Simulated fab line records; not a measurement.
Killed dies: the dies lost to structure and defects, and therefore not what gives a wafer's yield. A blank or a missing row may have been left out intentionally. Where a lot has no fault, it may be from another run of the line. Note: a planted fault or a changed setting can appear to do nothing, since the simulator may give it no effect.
Chamber matching :: flow nand-harc :: 3 sister chambers for NHARC_P_GATE_DEP_103 on pecvd-04
The step deposits SiON, target thk 30 nm. 3 wafers are shown with their chamber, then 7 later ones without.

## EACH WAFER AND ITS CHAMBER
wafer: L084.6
chamber: 0
heater-power-w (W): 759

wafer: L088.1
chamber: 1
heater-power-w (W): 840

wafer: L088.2
chamber: 2
heater-power-w (W): 608

## WAFERS WITHOUT THEIR CHAMBER
wafer: L088.3
heater-power-w (W): 725

wafer: L090.3
heater-power-w (W): 755

wafer: L090.4
heater-power-w (W): 750

wafer: L090.6
heater-power-w (W): 651

wafer: L093.3
heater-power-w (W): 788

wafer: L093.4
heater-power-w (W): 797

wafer: L093.5
heater-power-w (W): 615

## CHAMBER TAKEN BY EACH
wafer: L088.3
from the rows above: 0
in truth: 0

wafer: L090.3
from the rows above: 0
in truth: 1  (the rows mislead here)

wafer: L090.4
from the rows above: 0
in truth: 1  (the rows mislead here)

wafer: L090.6
from the rows above: 2
in truth: 2

wafer: L093.3
from the rows above: can't be placed: 0 or 1
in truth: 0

wafer: L093.4
from the rows above: can't be placed: 0 or 1
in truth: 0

wafer: L093.5
from the rows above: 2
in truth: 2
Correct placement for 3 of the 7. Not placeable from these rows: 2 (in 2, the candidates include the true chamber). Wrongly placed: 2.
How it was worked out, from the rows above alone: a wafer's distance from a chamber is the root of the sum, over the readings, of the square of ((its reading less the chamber's mean) divided by the reading's scatter). If the next closest chamber is less than 2 further off than the closest, the wafer can't be placed; otherwise it belongs to the closest. For every chamber, the mean is computed from those of its wafers that are shown. The scatter (one wafer shown for each chamber): square how far every hidden wafer sits from the nearest shown wafer, average those squares and take the square root.
